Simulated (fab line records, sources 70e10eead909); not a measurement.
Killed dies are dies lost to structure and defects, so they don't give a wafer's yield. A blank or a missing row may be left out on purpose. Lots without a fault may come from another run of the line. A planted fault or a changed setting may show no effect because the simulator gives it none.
A struck lot beside a sound one | flow nand_harc | 15 steps out of a route of 1302
Sound: wafers L432.4, L432.5, L432.6. Struck: wafer L430.6. (L430.3 of the same lot was not struck and is left out.) The cause comes at the end.
At each step with rows: each side's tool, then ch and its chambers, then its first start. Under that, the readings that differ: sound wafers | struck wafers | difference of the means | sigmas: that difference in standard deviations of wafers without a fault.
alike: readings whose means differ by less than 2 such deviations, and words and numbers that are the same on both sides. not compared: withheld readings, readings that some wafer has no value for, bounds like >300 that may hide the same value, and numbers for which the record gives no deviation and whose values overlap.
The two part at a step that has a row with sigmas, a row that says differs or no value, or rows on one side only. Numbers that don't overlap but have no deviation are shown without sigmas and don't part them. A reading that every wafer of one side lacks parts them only if that side has two wafers or more.

NHARC_A_CONTACT_ETCH_137: etches the open film in C4F8/O2/Ar, time 311 s, target depth 1912 nm.
  sound on har_cap_etch-03 ch 0,1, day 28 07:40; struck on har_cap_etch-02 ch 0, day 27 18:09
  not compared: rf_hours_counter_h
NHARC_A_CONTACT_ETCH_138: etches the open film in C4F8/O2/Ar, time 311 s, target depth 1914 nm.
  sound on har_cap_etch-03 ch 0,1, day 28 07:56; struck on har_cap_etch-02 ch 0, day 27 18:26
  not compared: rf_hours_counter_h
then, 2 steps without rows for these wafers: NHARC_A_CONTACT_ETCH_139 (etches the open film in C4F8/O2/Ar, time 195 s, target depth 840 nm); NHARC_A_CONTACT_ETCH_92 (etches the open film in CH3F/O2, target depth 40 nm, time 85.7 s).
NHARC_A_CONTACT_ETCH_98: etches the open film in C4F6/O2, target depth 20 nm, time 10 s.
  sound on rie_diel-01 ch 1,2; struck on rie_diel-01 ch 3
  reading                         | sound             | struck | difference | sigmas
  rf_vpp_V (V)                    | 547.9 549.5 548.1 | 542.0  | -6.5       | -2
  showerhead_plenum_p_Torr (Torr) | 3.97 4.05 3.97    | 3.73   | -0.27      | -2
  alike: bias_w, c4f6_flow_sccm, drypump_motor_current_A, oes_product_au, throttle_valve_pct
  not compared: rf_hours_counter_h
NHARC_A_CONTACT_CD_MEAS_15:
  sound on cd_sem-03, day 28 08:51; struck on cd_sem-02, day 27 19:23
  alike: cd_nm
then, 3 steps without rows for these wafers: NHARC_A_CONTACT_STRIP_107 (strips in N2/H2); NHARC_A_CONTACT_STRIP_108 (strips in CF4/CHF3); NHARC_A_CONTACT_STRIP_109 (strips in O2/COS).
NHARC_A_CONTACT_ETCH_110: etches the open film in CF4/O2, target depth 60 nm, overetch 6 nm, time 33 s.
  sound on rie_diel-01 ch 0,2,3, day 28 09:08; struck on rie_diel-01 ch 1, day 27 19:41
  alike: bias_w, drypump_motor_current_A, oes_product_au, rf_vpp_V, showerhead_plenum_p_Torr, throttle_valve_pct
  not compared: rf_hours_counter_h
then, 2 steps without rows for these wafers: NHARC_A_CONTACT_STRIP_26 (strips in O2); NHARC_A_CONTACT_STRIP_27 (strips in post etch residue remover, time 600 s).
NHARC_A_CONTACT_ALD_18: deposits TiN, target thk 3 nm, pulse time 1 s, ald cycles 150.
  sound on ald_metal-02 ch 1,2, day 28 09:47; struck on ald_metal-03 ch 0, day 27 20:21
  reading    | sound       | struck | difference | sigmas
  ald_cycles | 150 150 150 | 143    | -7         |
  alike: heater_power_w, precursor_pulse_height_rel
  not compared: since_wet_clean_h
NHARC_A_CONTACT_CVD_19: deposits W, target thk 300 nm, time 802 s.
  sound on cvd_w-01 ch 0,1; struck on cvd_w-02 ch 1
  alike: heater_power_w, throttle_valve_pct
  not compared: since_wet_clean_h
NHARC_END_SORT_01:
  the record has rows for the sound wafers here (prober-01 ch 0, day 30 10:31) and none for the struck ones

WHERE THEY PART
First at NHARC_A_CONTACT_ETCH_98; last, within this record, at NHARC_END_SORT_01.

WHY: what the simulator had put in
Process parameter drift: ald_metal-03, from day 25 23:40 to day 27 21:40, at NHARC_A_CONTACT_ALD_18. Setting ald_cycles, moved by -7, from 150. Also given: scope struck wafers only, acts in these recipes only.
